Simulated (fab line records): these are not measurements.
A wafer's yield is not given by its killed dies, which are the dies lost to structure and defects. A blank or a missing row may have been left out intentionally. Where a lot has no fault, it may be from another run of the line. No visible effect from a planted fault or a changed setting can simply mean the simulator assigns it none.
The tool behind it: which one? -- flow n5_finfet -- 6 lots, 18 wafers sampled, at 2 steps of a route of 1938

## WHAT THE GAUGES READ, wafer by wafer
N5_BEOL_M9_INSPECT_13: inspects for defects (brightfield).
lot,measured,on,raw_defect_count
L678,day 10 22:34,defect_inspect-02,423 364 416
L685,day 11 22:22,defect_inspect-01,426 342 384
L687,day 12 14:20,defect_inspect-01,455 401 449
L690,day 13 23:37,defect_inspect-02,298 315 374
L695,day 14 16:22,defect_inspect-02,566 655 413
L699,day 16 02:43,defect_inspect-01,510 439 319

## WHICH TOOL RAN EACH LOT (tool, then ch and the chambers of the sampled wafers, then the start)
lot,N5_BEOL_M9_ILD_DEP_00
L678,"pecvd-04 ch 1,2, day 10 20:44"
L685,"pecvd-01 ch 0,1,2, day 11 18:32"
L687,"pecvd-01 ch 0,1,2, day 12 11:12"
L690,"pecvd-01 ch 0,2, day 13 21:01"
L695,"pecvd-02 ch 0,1,2, day 14 14:37"
L699,"pecvd-01 ch 0,1,2, day 16 00:00"
- N5_BEOL_M9_ILD_DEP_00: deposits SiCOH lowk from DEMS/porogen, target thk 308.51 nm, time 58 s.

## THE ANSWER, worked out from the rows above alone
Rule: the lots themselves supply what counts as usual. Put in order of their means at a reading, lots are off if they are a third of the lots or fewer, leave a main group of 4 or more, and stand apart from it by a gap of 3 or more times the standard deviation of the main group's means; of several such gaps the widest counts. A main group whose means are all the same, to the digits that the tables above print for the reading, isn't used. A lot without any number at a reading at which 4 lots or more have one is off too. All remaining lots with rows at the step are treated as sound.
No lot is off at any reading shown: from this, nothing can be told.

## WHAT THE SIMULATOR HAD INSERTED
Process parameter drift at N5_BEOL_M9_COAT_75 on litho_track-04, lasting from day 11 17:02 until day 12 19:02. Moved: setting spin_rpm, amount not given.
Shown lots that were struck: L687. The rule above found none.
